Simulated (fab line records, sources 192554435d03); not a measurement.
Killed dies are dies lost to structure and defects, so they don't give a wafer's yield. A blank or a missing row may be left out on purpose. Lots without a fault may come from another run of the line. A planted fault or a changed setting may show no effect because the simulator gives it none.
A struck lot beside a sound one | flow n5_finfet | 15 steps out of a route of 1938
Sound: wafers L287.4, L287.5, L287.6. Struck: wafer L290.5. (L290.2, L290.6 of the same lot were not struck and are left out.) The cause comes at the end.
At each step with rows: each side's tool, then ch and its chambers, then its first start. Under that, the readings that differ: sound wafers | struck wafers | difference of the means | sigmas: that difference in standard deviations of wafers without a fault.
alike: readings whose means differ by less than 2 such deviations, and words and numbers that are the same on both sides. not compared: withheld readings, readings that some wafer has no value for, bounds like >300 that may hide the same value, and numbers for which the record gives no deviation and whose values overlap.
The two part at a step that has a row with sigmas, a row that says differs or no value, or rows on one side only. Numbers that don't overlap but have no deviation are shown without sigmas and don't part them. A reading that every wafer of one side lacks parts them only if that side has two wafers or more.

first, 6 steps without rows for these wafers: N5_BEOL_M15_EBR_06; N5_BEOL_M15_SOFTBAKE_05 (time 60 s); N5_BEOL_M15_EXPOSE_07 (exposes mask V14); N5_BEOL_M15_PEB_08 (peb time 90 s); N5_BEOL_M15_DEVELOP_09 (develop time 45 s); N5_BEOL_M15_HARDBAKE_14 (time 120 s).
N5_BEOL_M15_CD_MEAS_10: target cd 360 nm.
  sound on cd_sem-01 ch 0, day 13 16:30; struck on cd_sem-03 ch 0, day 15 15:23
  alike: cd_nm
N5_BEOL_M15_OVL_MEAS_11:
  sound on overlay-01 ch 0, day 13 16:32; struck on overlay-02 ch 0, day 15 15:25
  alike: V14_OVL
N5_BEOL_M15_INSPECT_12: inspects for defects (macro).
  sound on defect_inspect-02, day 13 16:33; struck on defect_inspect-01, day 15 15:26
  alike: raw_defect_count
N5_BEOL_M15_DESCUM_15: chemistry O2, time 7.9 s.
  sound on rie_diel-06 ch 0,1,3, day 13 16:36; struck on rie_diel-06 ch 1, day 15 15:29
  alike: drypump_motor_current_A, oes_product_au, rf_vpp_V, showerhead_plenum_p_Torr, throttle_valve_pct
  not compared: rf_hours_counter_h
N5_BEOL_M15_ETCH_59: etches BARC in N2/H2, target depth 89 nm, overetch 26.7 nm, time 67.9 s.
  sound on rie_diel-06 ch 0,1,3, day 13 16:38; struck on rie_diel-06 ch 1, day 15 15:31
  alike: drypump_motor_current_A, oes_product_au, rf_vpp_V, showerhead_plenum_p_Torr, throttle_valve_pct
  not compared: rf_hours_counter_h
N5_BEOL_M15_VIA_ETCH_16: etches SiO2 in C4F8/O2/Ar, target depth 1792.2 nm.
  sound on rie_diel-06 ch 0,1,3, day 13 16:47; struck on rie_diel-06 ch 1, day 15 15:34
  alike: O2_flow_sccm, drypump_motor_current_A, oes_product_au, rf_vpp_V, showerhead_plenum_p_Torr, throttle_valve_pct
N5_BEOL_M15_STRIP_63: strips in O2.
  sound on rie_diel-06 ch 0,1,3, day 13 16:00; struck on rie_diel-06 ch 1, day 15 15:00
  reading                        | sound             | struck | difference | sigmas
  chamber_pressure_mTorr (mTorr) | 30.02 30.06 29.94 | 21.00  | -9.01      | -99 or more
  alike: drypump_motor_current_A, oes_product_au, rf_vpp_V, showerhead_plenum_p_Torr, throttle_valve_pct
  not compared: rf_hours_counter_h
N5_BEOL_M15_STRIP_64: strips in O2.
  sound on rie_diel-06 ch 0,1,3; struck on rie_diel-06 ch 1
  alike: chamber_pressure_mTorr, drypump_motor_current_A, oes_product_au, rf_vpp_V, showerhead_plenum_p_Torr, throttle_valve_pct
  not compared: rf_hours_counter_h
N5_PASSIVATION_PROBE_49:
  sound on prober-01, day 14 08:49; struck on prober-02, day 16 16:41
  alike: defect_limited_yield, killed_at_M0_to_M3, killed_at_M4_up, killed_at_contacts, killed_at_front_end, killed_at_other, killed_dies, killed_open, killed_short, sort_bin_4_leakage, sort_bin_5_function, sort_bin_6_memory, sort_bin_8_speed, sort_n_pass, sort_yield_pct

WHERE THEY PART
Only at N5_BEOL_M15_STRIP_63, within this record. Later steps at which nothing parts them and some readings are alike: N5_BEOL_M15_STRIP_64, N5_PASSIVATION_PROBE_49.

WHY: what the simulator had put in
Process parameter drift: rie_diel-06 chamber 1, from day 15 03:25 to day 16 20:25, at N5_BEOL_M15_STRIP_63. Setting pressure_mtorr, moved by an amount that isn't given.
